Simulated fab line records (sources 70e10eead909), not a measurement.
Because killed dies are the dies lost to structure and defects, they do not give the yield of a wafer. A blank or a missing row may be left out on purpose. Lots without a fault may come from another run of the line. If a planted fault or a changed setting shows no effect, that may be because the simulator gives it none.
Matching of chambers | flow nand harc | NHARC_P_M0_DEP_32 on pecvd-02 has 3 sister chambers
The step deposits SiCN, target thk 30 nm. 3 wafers are shown with their chamber, then 7 later ones without.

EACH WAFER AND ITS CHAMBER
wafer  | chamber | heater power w (W)
L077.5 | 2       | 605
L086.2 | 1       | 448
L086.4 | 0       | 396

WAFERS WITH NO CHAMBER GIVEN
wafer  | heater power w (W)
L086.5 | 673
L090.1 | 638
L090.2 | 407
L090.4 | 645
L092.1 | 657
L092.2 | 397
L092.4 | 396

CHAMBER TAKEN BY EACH
wafer  | from the rows above     | in truth
L086.5 | 2                       | 2
L090.1 | 2                       | 2
L090.2 | can't be placed: 0 or 1 | 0
L090.4 | 2                       | 2
L092.1 | 2                       | 2
L092.2 | can't be placed: 0 or 1 | 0
L092.4 | can't be placed: 0 or 1 | 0
Placed correctly: 4 of 7. Can't be placed from these rows: 3 (the true chamber is among the candidates in 3). Number placed wrongly: 0.
How it was worked out, from the rows above alone: a wafer's distance from a chamber is the root of the sum, over the readings, of the square of ((its reading less the chamber's mean) divided by the reading's scatter). If the next closest chamber is less than 2 further off than the closest, the wafer can't be placed; otherwise it belongs to the closest. The mean given for a chamber averages the wafers shown for that chamber. The scatter: root of mean squared gap, hidden wafer to nearest shown wafer, with one shown wafer a chamber.
